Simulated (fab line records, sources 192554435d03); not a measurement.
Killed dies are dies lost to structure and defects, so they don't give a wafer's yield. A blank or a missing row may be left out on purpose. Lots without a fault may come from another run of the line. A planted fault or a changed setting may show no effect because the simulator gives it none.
A struck lot beside a sound one | flow n5_finfet | 15 steps out of a route of 1938
Sound: wafers L325.1, L325.4, L325.6. Struck: wafer L330.2. (L330.3, L330.4 of the same lot were not struck and are left out.) The cause comes at the end.
At each step with rows: each side's tool, then ch and its chambers, then its first start. Under that, the readings that differ: sound wafers | struck wafers | difference of the means | sigmas: that difference in standard deviations of wafers without a fault.
alike: readings whose means differ by less than 2 such deviations, and words and numbers that are the same on both sides. not compared: withheld readings, readings that some wafer has no value for, bounds like >300 that may hide the same value, and numbers for which the record gives no deviation and whose values overlap.
The two part at a step that has a row with sigmas, a row that says differs or no value, or rows on one side only. Numbers that don't overlap but have no deviation are shown without sigmas and don't part them. A reading that every wafer of one side lacks parts them only if that side has two wafers or more.

N5_HKMG_FIN_INSPECT_61: inspects for defects (macro).
  sound on defect_inspect-02, day 4 19:17; struck on defect_inspect-01, day 6 04:38
  alike: raw_defect_count
then, 1 step without rows for these wafers: N5_HKMG_FIN_DESCUM_53 (chemistry O2, time 7.9 s).
N5_HKMG_FIN_ETCH_54: etches SiARC in CF4, target depth 45.5 nm, time 75.8 s.
  sound on rie_diel-05 ch 1,3, day 4 19:21; struck on rie_diel-05 ch 1, day 6 04:43
  alike: drypump_motor_current_A, etch_rf_on_time_s, oes_product_au, rf_vpp_V, showerhead_plenum_p_Torr, throttle_valve_pct
  not compared: rf_hours_counter_h
then, 2 steps without rows for these wafers: N5_HKMG_FIN_ETCH_55 (etches SOC in N2/H2, target depth 240 nm, time 300 s); N5_HKMG_FIN_STRIP_56 (strips in N2/H2).
N5_HKMG_FIN_STRIP_57: strips in CF4.
  sound on rie_diel-05 ch 1,3, day 4 19:36; struck on rie_diel-05 ch 1, day 6 04:58
  alike: drypump_motor_current_A, oes_product_au, rf_vpp_V, showerhead_plenum_p_Torr, throttle_valve_pct
  not compared: rf_hours_counter_h
N5_HKMG_FIN_ETCH_58: etches SOC in N2/H2, target depth 215.8 nm, time 741 s.
  sound on rie_diel-05 ch 1,3, day 4 19:37; struck on rie_diel-05 ch 1, day 6 04:59
  alike: drypump_motor_current_A, oes_product_au, rf_vpp_V, showerhead_plenum_p_Torr, throttle_valve_pct
  not compared: rf_hours_counter_h
N5_HKMG_FIN_STRIP_93: strips SOC in N2/H2, time 20 s.
  sound on rie_diel-05 ch 1,3, day 4 20:02; struck on rie_diel-05 ch 1, day 6 05:25
  alike: drypump_motor_current_A, oes_product_au, rf_vpp_V, showerhead_plenum_p_Torr, throttle_valve_pct
  not compared: rf_hours_counter_h
then, 1 step without rows for these wafers: N5_HKMG_FIN_WET_ETCH_76 (etches Al2O3 in dNH4OH, stops on La2O3, target depth 2.25 nm, rinse time 30 s).
N5_HKMG_FIN_STRIP_60: strips in N2/H2, time 360 s.
  sound on plasma_asher-02 ch 0,1, day 4 20:11; struck on plasma_asher-02 ch 0, day 6 05:34
  alike: drypump_motor_current_A, heater_power_w
  not compared: rf_hours_counter_h
then, 2 steps without rows for these wafers: N5_HKMG_FIN_WET_ETCH_77 (etches La2O3 in dHCl, stops on HfO2, target depth 2 nm); N5_HKMG_FIN_WET_ETCH_78 (etches Al2O3 in dNH4OH, stops on La2O3, target depth 4.5 nm, rinse time 30 s).
N5_HKMG_FIN_ALD_79: deposits TiN, target thk 1.5 nm, pulse time 1 s, purge time 3 s.
  sound on ald_metal-03 ch 2,3, day 4 20:41; struck on ald_metal-01 ch 1, day 6 06:02
  reading            | sound       | struck | difference | sigmas
  ald_cycles         | 68 68 68    | 73     | +5         |
  heater_power_w (W) | 838 838 798 | 1041   | +216       | +3
  alike: chamber_pressure_Torr, precursor_pulse_height_rel
then, 1 step without rows for these wafers: N5_HKMG_FIN_CVD_62 (deposits a-Si from Si2H6, target thk 3 nm, time 20.8 s).
-- the record jumps here: 4 days lie between the struck wafers' starts before and after (it left off in module HKMG_FIN and takes up again in module BEOL_M4, whose first step shown is number 1111 of the route) --
N5_BEOL_M4_RC_MEAS_101:
  sound on prober-01 ch 0, day 8 17:53; struck on prober-01 ch 0, day 9 21:16
  reading       | sound          | struck | difference | sigmas
  DIBL_N (mV/V) | 37.2 37.2 37.4 | 34.3   | -3.0       | -2
  SS_P (mV/dec) | 74.9 74.1 74.5 | 73.1   | -1.4       | -2
  alike: DIBL_P, IOFF_N, IOFF_P, ION_N, ION_P, SS_N, VT_N, VT_P

WHERE THEY PART
First at N5_HKMG_FIN_ALD_79; last, within this record, at N5_BEOL_M4_RC_MEAS_101.

WHY: what the simulator had put in
Process parameter drift: ald_metal-01, from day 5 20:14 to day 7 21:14, at N5_HKMG_FIN_ALD_79. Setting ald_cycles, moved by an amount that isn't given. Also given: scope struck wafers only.
